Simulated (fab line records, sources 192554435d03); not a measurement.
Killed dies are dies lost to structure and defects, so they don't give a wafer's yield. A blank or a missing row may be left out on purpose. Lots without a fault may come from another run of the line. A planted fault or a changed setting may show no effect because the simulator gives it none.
Chamber matching | flow n5_finfet | N5_PASSIVATION_PECVD_01 on pecvd-03: 3 sister chambers
The step deposits SiNx from SiH4/NH3/N2, target thk 200 nm, time 43.2 s. 5 wafers are shown with their chamber, then 7 later ones without.

WAFERS WITH THEIR CHAMBER
wafer  | chamber | showerhead_plenum_p_Torr (Torr) | throttle_valve_pct (%)
L504.6 | 0       | 8.77                            | 28.7
L506.4 | 1       | 8.62                            | 29.0
L506.5 | 0       | 8.80                            | 28.6
L508.1 | 2       | 8.65                            | 28.4
L508.3 | 2       | 8.64                            | 28.1

WAFERS WITHOUT THEIR CHAMBER
wafer  | showerhead_plenum_p_Torr (Torr) | throttle_valve_pct (%)
L508.5 | 8.62                            | 28.1
L515.1 | 8.62                            | 28.2
L515.3 | 8.62                            | 28.7
L515.5 | 8.63                            | 28.3
L511.1 | 8.63                            | 28.9
L511.3 | 8.64                            | 29.1
L511.6 | 8.65                            | 29.1

WHICH CHAMBER EACH WENT THROUGH
wafer  | from the rows above     | in truth
L508.5 | 2                       | 2
L515.1 | 2                       | 2
L515.3 | can't be placed: 1 or 2 | 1
L515.5 | 2                       | 2
L511.1 | 1                       | 1
L511.3 | 1                       | 1
L511.6 | 1                       | 1
Placed correctly: 6 of 7. Can't be placed from these rows: 1 (the true chamber is among the candidates in 1). Placed wrongly: 0.
How it was worked out, from the rows above alone: a wafer's distance from a chamber is the root of the sum, over the readings, of the square of ((its reading less the chamber's mean) divided by the reading's scatter). The wafer belongs to the nearest chamber; if the next one is less than 2 further off, it can't be placed. A chamber's mean is the mean of its shown wafers. The scatter: the root of (the sum of the squares of (reading less its chamber's mean) over the shown wafers, divided by (wafers less chambers)).
